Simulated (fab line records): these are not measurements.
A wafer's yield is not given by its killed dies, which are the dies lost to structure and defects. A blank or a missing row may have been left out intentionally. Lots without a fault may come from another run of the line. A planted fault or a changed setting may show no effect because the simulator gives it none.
Comparing a struck lot with a sound one -- flow n5 finfet -- 37 out of 1938 route steps
Sound: the wafers L973.1, L973.2, L973.5. Struck: wafer L962.5 (left out: L962.1, L962.3 of the same lot, which were not struck); the cause appears at the end.
Each step with rows lists, per side, the tool, then ch with its chambers, then its first start. Under that, the readings that differ: sound wafers -- struck wafers -- difference of the means -- sigmas: that difference in standard deviations of wafers without a fault.
alike: a reading whose means differ by less than 2 such deviations, as well as words and numbers matching on both sides. not compared: withheld readings; readings where some wafer has no value; bounds like >300 that might hide an equal value; numbers whose values overlap and for which the record gives no deviation.
The two part at a step that has a row with sigmas, a row that says differs or no value, or rows on one side only. Numbers that don't overlap but have no deviation are shown without sigmas and don't part them. Lack of a reading on every wafer of one side parts them only where that side has two or more wafers.

first, 9 steps without rows for these wafers: N5_BEOL_M12_PRE_CLEAN_42 (time 30 s); N5_BEOL_M12_SPUTTER_43 (material TaN, target thk 15 nm, time 24.19 s); N5_BEOL_M12_SPUTTER_44 (material Ta, target thk 10 nm, time 16.13 s); N5_BEOL_M12_SPUTTER_45 (material Cu, target thk 80 nm, time 13.33 s); N5_BEOL_M12_ECD_47 (material Cu, target thk 720 nm); N5_BEOL_M12_ANNEAL_48 (time 90 s); N5_BEOL_M12_CMP_49 (polishes, stops on SiOC, t overpolish 20.6 s, target thk 320 nm); N5_BEOL_M12_PRE_CLEAN_52 (time 15 s); N5_BEOL_M12_DEP_53 (deposits SiCN from 3MS/NH3, target thk 30 nm, time 10.5 s).
N5_BEOL_M13_ILD_DEP_00: deposits SiOC from DEMS/O2, target thk 837.92 nm, time 166.4 s.
  sound on pecvd-04 ch 0,1,2, day 16 14:22; struck on pecvd-04 ch 1, day 13 23:41
reading,sound,struck,difference,sigmas
run length s (s),212.1 211.7 212.0,303.1,+91.2,+99 or more
model.SiOC_of_BEOL_M13_ILD_DEP_00.thk nm (nm),844.8 837.2 855,1291,+445,
  alike: chamber pressure Torr, heater power w, rf fwd power W, showerhead plenum p Torr, throttle valve pct
N5_BEOL_M13_THK_MEAS_01:
  sound on film metro-02 at day 16 14:31; struck on film metro-02 at day 13 23:50
reading,sound,struck,difference,sigmas
M13_ILD_THK (nm),845 837 855,1291,+445,+45
then, 10 steps without rows for these wafers: N5_BEOL_M13_COAT_58 (time 60 s, resist thk 89 nm); N5_BEOL_M13_COAT_04 (resist thk 400 nm); N5_BEOL_M13_EBR_06; N5_BEOL_M13_SOFTBAKE_05 (time 60 s); N5_BEOL_M13_EXPOSE_07 (exposes mask V12); N5_BEOL_M13_PEB_08 (peb time 90 s); N5_BEOL_M13_DEVELOP_09 (develop time 45 s); N5_BEOL_M13_HARDBAKE_14 (time 120 s); N5_BEOL_M13_DESCUM_15 (chemistry O2, time 7.9 s); N5_BEOL_M13_ETCH_59 (etches BARC in N2/H2, target depth 89 nm, overetch 26.7 nm, time 67.9 s).
N5_BEOL_M13_VIA_ETCH_16: etches SiOC in C4F8/O2/Ar, target depth 921.7 nm.
  sound on rie diel-02 ch 1,3, day 16 15:07; struck on rie diel-04 ch 1, day 14 00:19
reading,sound,struck,difference,sigmas
drypump motor current A (A),6.6 6.6 6.6,5.3,-1.3,-2
model.etch.depth nm (nm),844.8 837.1 855.1,1291,+445,
model.coat_of_BEOL_M13_COAT_04.thk nm (nm),67.4 69 63.6,0,-67,
model.BARC_of_BEOL_M13_COAT_58.thk nm (nm),88.6 88.4 88.4,28,-60,
  alike: he inner torr, oes product au, rf vpp V, showerhead plenum p Torr, throttle valve pct
  not compared: rf fwd power W
N5_BEOL_M13_STRIP_63: strips in N2/H2.
  sound on plasma asher-01 ch 0,1, day 16 15:22; struck on plasma asher-02 ch 1, day 14 00:33
reading,sound,struck,difference,sigmas
heater power w (W),321 329 333,269,-59,-2
oes product au (a.u.),0.669 0.673 0.670,0.234,-0.437,-93
strip time to endpoint s (s),26.9 27.4 25.8,0.0,-26.7,-24
  alike: drypump motor current A
  not compared: rf hours counter h
N5_BEOL_M13_STRIP_64: strips in N2/H2.
  sound on plasma asher-01 ch 0,1, day 16 15:25; struck on plasma asher-02 ch 1, day 14 00:37
reading,sound,struck,difference,sigmas
heater power w (W),317 328 329,266,-59,-2
oes product au (a.u.),0.714 0.711 0.716,0.632,-0.082,-19
strip time to endpoint s (s),31.16 31.15 31.16,14.35,-16.81,-99 or more
  alike: drypump motor current A
  not compared: rf hours counter h
then, 2 steps without rows for these wafers: N5_BEOL_M13_STRIP_71 (strips in post etch residue remover, time 60 s); N5_BEOL_M13_SRD_72 (time 30 s, dry time 30 s).
N5_BEOL_M13_CD_MEAS_17: the cd target is 190 nm.
  sound on cd sem-03 at day 16 15:34; struck on cd sem-03 at day 14 00:45
reading,sound,struck,difference,sigmas
cd nm (nm),187.7 190.5 189.9,200.2,+10.8,+7
then, 9 steps without rows for these wafers: N5_BEOL_M13_COAT_65 (time 60 s, resist thk 350 nm); N5_BEOL_M13_COAT_66 (time 60 s, resist thk 110 nm); N5_BEOL_M13_COAT_22 (resist thk 300 nm); N5_BEOL_M13_EBR_24; N5_BEOL_M13_SOFTBAKE_23 (time 60 s); N5_BEOL_M13_EXPOSE_25 (exposes mask M13, target cd 210 nm); N5_BEOL_M13_PEB_26 (peb time 90 s); N5_BEOL_M13_DEVELOP_27 (develop time 45 s); N5_BEOL_M13_HARDBAKE_32 (time 120 s).
N5_BEOL_M13_CMP_49: polishes, stops on SiOC, t overpolish 17.1 s, target thk 420 nm.
  sound on cmp-01 ch 0,2, day 16 22:20; struck on cmp-01 ch 2, day 14 04:32
reading,sound,struck,difference,sigmas
model.SiOC_of_BEOL_M13_ILD_DEP_00.thk nm (nm),784.8 780 795.4,1233,+446,
  alike: motor current A, slurry filter dp kPa

== WHERE THEY PART ==
At N5_BEOL_M13_ILD_DEP_00 first; at N5_BEOL_M13_CD_MEAS_17 last (within this record only). Later steps at which nothing parts them and some readings are alike: N5_BEOL_M13_CMP_49.

WHY: what had been put in by the simulator
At N5_BEOL_M13_ILD_DEP_00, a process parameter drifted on pecvd-04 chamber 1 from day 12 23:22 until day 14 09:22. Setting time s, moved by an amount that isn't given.
